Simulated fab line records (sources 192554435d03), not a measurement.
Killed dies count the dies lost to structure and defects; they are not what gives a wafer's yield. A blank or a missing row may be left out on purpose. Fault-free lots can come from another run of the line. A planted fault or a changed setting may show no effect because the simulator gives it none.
Matching of chambers	flow n5-finfet	N5_BEOL_M6_DESCUM_16 on rie-diel-04 has 4 sister chambers
The step chemistry O2, time 7.9 s. 16 wafers are shown with their chamber, then 8 later ones without.

EACH WAFER AND ITS CHAMBER
wafer	chamber	showerhead-plenum-p-Torr (Torr)	drypump-motor-current-A (A)	throttle-valve-pct (%)
L075.1	2	2.09	6.0	20.24
L075.4	2	2.09	6.0	20.24
L075.6	1	2.15	5.8	20.71
L078.1	2	2.09	6.0	20.26
L078.2	3	2.02	5.1	20.50
L078.3	1	2.14	5.9	20.35
L080.1	0	1.99	5.9	20.12
L080.4	3	2.02	5.2	20.52
L080.5	0	1.99	6.0	20.11
L085.2	0	1.99	6.0	20.13
L085.4	3	2.01	5.1	20.53
L085.6	1	2.14	5.9	20.36
L088.2	3	2.01	5.2	20.53
L088.4	1	2.14	5.8	20.37
L088.6	1	2.14	5.8	20.37
L087.2	1	2.14	5.8	20.36

SIGNATURES, as means of the wafers listed above
reading	chamber 0	chamber 1	chamber 2	chamber 3	scatter within a chamber
showerhead-plenum-p-Torr	1.9900	2.1417	2.0900	2.0150	0.00391
drypump-motor-current-A	5.967	5.833	6.000	5.150	0.05
throttle-valve-pct	20.1200	20.4200	20.2467	20.5200	0.0923
Rule: distance of a wafer from a chamber = root of the sum over the readings of ((wafer's reading minus chamber's mean) / reading's scatter) squared. The wafer belongs to the nearest chamber; if the next one is less than 2 further off, it can't be placed. The scatter is the square root of a quotient: the sum, over the shown wafers, of each reading's squared deviation from its chamber's mean, divided by wafers minus chambers.

WAFERS WITH NO CHAMBER GIVEN
wafer	showerhead-plenum-p-Torr (Torr)	drypump-motor-current-A (A)	throttle-valve-pct (%)
L087.4	2.08	6.0	20.30
L087.6	2.01	5.2	20.52
L090.2	2.14	5.9	20.37
L090.3	2.01	5.1	20.53
L090.5	1.99	5.9	20.14
L097.1	2.01	5.1	20.56
L097.3	2.13	5.8	20.41
L097.4	2.08	6.0	20.33

WHICH CHAMBER EACH WENT THROUGH
wafer	from the rows above	in truth
L087.4	2	2
L087.6	3	3
L090.2	1	1
L090.3	3	3
L090.5	0	0
L097.1	3	3
L097.3	1	1
L097.4	2	2
8 of 8 placed correctly. Left unplaced by these rows: 0. Placed wrongly: 0.
